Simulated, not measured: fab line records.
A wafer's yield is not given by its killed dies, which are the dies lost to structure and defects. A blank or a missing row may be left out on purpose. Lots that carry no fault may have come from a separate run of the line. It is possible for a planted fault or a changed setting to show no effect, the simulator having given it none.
A struck lot beside a sound one | flow n5Finfet | 26 out of 1938 route steps
Sound: these wafers, L770.1, L770.3, L770.6. Wafers L783.3, L783.5, L783.6 were the ones struck. The cause comes at the end.
Per side, at each step with rows, come the tool, then ch with its chambers, and then its first start. Under that, the readings that differ: sound wafers | struck wafers | difference of the means | sigmas: that difference in standard deviations of wafers without a fault.
alike: a reading whose means differ by less than 2 such deviations, as well as words and numbers matching on both sides. not compared: withheld readings; readings where some wafer has no value; bounds like >300 that might hide an equal value; numbers whose values overlap and for which the record gives no deviation.
The two part at a step that has a row with sigmas, a row that says differs or no value, or rows on one side only. Numbers that have no deviation but don't overlap get no sigmas and don't part them. Lack of a reading on every wafer of one side parts them only where that side has two or more wafers.

first, 4 steps without rows for these wafers: N5_WELL_APT_EXPOSE_05 (exposes mask NWELL, defocus 0 nm, target cd 200 nm); N5_WELL_APT_PEB_06 (peb time 90 s); N5_WELL_APT_DEVELOP_07 (develop time 45 s); N5_WELL_APT_HARDBAKE_12 (time 120 s).
N5_WELL_APT_CD_MEAS_08: target cd 200 nm.
  sound on cdSem-02 ch 0, day 1 19:52; struck on cdSem-02 ch 0, day 5 01:43
  alike: cdNm
N5_WELL_APT_OVL_MEAS_09:
  sound on overlay-02 ch 0, day 1 19:53; struck on overlay-01 ch 0, day 5 01:44
  alike: NWELL_OVL
N5_WELL_APT_INSPECT_10: inspects for defects (macro).
  sound: defectInspect-02 at day 1 19:55; struck: defectInspect-02 at day 5 01:46
  alike: rawDefectCount
N5_WELL_APT_DESCUM_13: chemistry O2, time 7.9 s.
  sound on rieDiel-03 ch 0,2,3, day 1 19:57; struck on rieDiel-04 ch 2,3, day 5 02:15
  alike: drypumpMotorCurrentA, oesProductAu, rfVppV, showerheadPlenumPTorr, throttleValvePct
  not compared: rfHoursCounterH
then, 4 steps without rows for these wafers: N5_WELL_APT_IMPLANT_14; N5_WELL_APT_IMPLANT_15; N5_WELL_APT_STRIP_16 (strips in SPM, time 900 s); N5_WELL_APT_HMDS_18 (time 60 s).
N5_WELL_APT_COAT_19: resist thk 950 nm.
  sound on lithoTrack-04 ch 0, day 1 20:43; struck on lithoTrack-03 ch 0, day 5 03:01
reading                                   | sound                | struck               | difference | sigmas
spinSpeedRpm (rpm)                        | 1358.1 1357.0 1356.4 | 1519.6 1518.5 1521.2 | +162.6     | +99 or more
model.coat_of_WELL_APT_COAT_19.thkNm (nm) | 949.9 949.4 951.1    | 903.6 901.7 898.8    | -48.8      | 
then, 6 steps without rows for these wafers: N5_WELL_APT_EBR_21; N5_WELL_APT_SOFTBAKE_20 (time 60 s); N5_WELL_APT_EXPOSE_22 (exposes mask PWELL, defocus 0 nm, target cd 200 nm); N5_WELL_APT_PEB_23 (peb time 90 s); N5_WELL_APT_DEVELOP_24 (develop time 45 s); N5_WELL_APT_HARDBAKE_29 (time 120 s).
N5_WELL_APT_CD_MEAS_25: target cd 200 nm.
  sound on cdSem-01 ch 0, day 1 20:59; struck on cdSem-01 ch 0, day 5 03:17
  alike: cdNm
N5_WELL_APT_OVL_MEAS_26:
  sound on overlay-01 ch 0, day 1 21:01; struck on overlay-02 ch 0, day 5 03:19
  alike: PWELL_OVL
N5_WELL_APT_INSPECT_27: inspects for defects (macro).
  sound: defectInspect-02 at day 1 21:02; struck: defectInspect-01 at day 5 03:37
  alike: rawDefectCount
N5_WELL_APT_DESCUM_30: chemistry O2, time 7.9 s.
  sound on rieDiel-04 ch 2,3, day 1 21:22; struck on rieDiel-05 ch 0,1,2, day 5 03:40
reading                                   | sound             | struck            | difference | sigmas
model.coat_of_WELL_APT_COAT_19.thkNm (nm) | 931.8 931.3 933.1 | 885.5 883.7 880.7 | -48.8      | 
  alike: drypumpMotorCurrentA, oesProductAu, rfVppV, showerheadPlenumPTorr, throttleValvePct
  not compared: rfHoursCounterH
then, 1 step without rows for these wafers: N5_WELL_APT_IMPLANT_31.
-- a jump in the record: the struck wafers' starts before and after are 6 days apart (it breaks off in module WELL_APT and resumes in module BEOL_M4, where the first step shown is number 1111 of the route) --
N5_BEOL_M4_RC_MEAS_101:
  sound on prober-02 ch 0, day 7 16:19; struck on prober-02 ch 0, day 11 09:21
  alike: DIBL_N, DIBL_P, IOFF_N, IOFF_P, ION_N, ION_P, SS_N, SS_P, VT_N, VT_P
N5_PASSIVATION_PROBE_49:
  the record has rows for the sound wafers here (prober-01, day 11 10:23) and none for the struck ones

== WHERE THEY PART ==
At N5_WELL_APT_COAT_19 first; at N5_PASSIVATION_PROBE_49 last (within this record only).

WHY: what had been put in by the simulator
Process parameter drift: lithoTrack-03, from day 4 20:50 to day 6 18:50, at N5_WELL_APT_COAT_19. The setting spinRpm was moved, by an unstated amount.
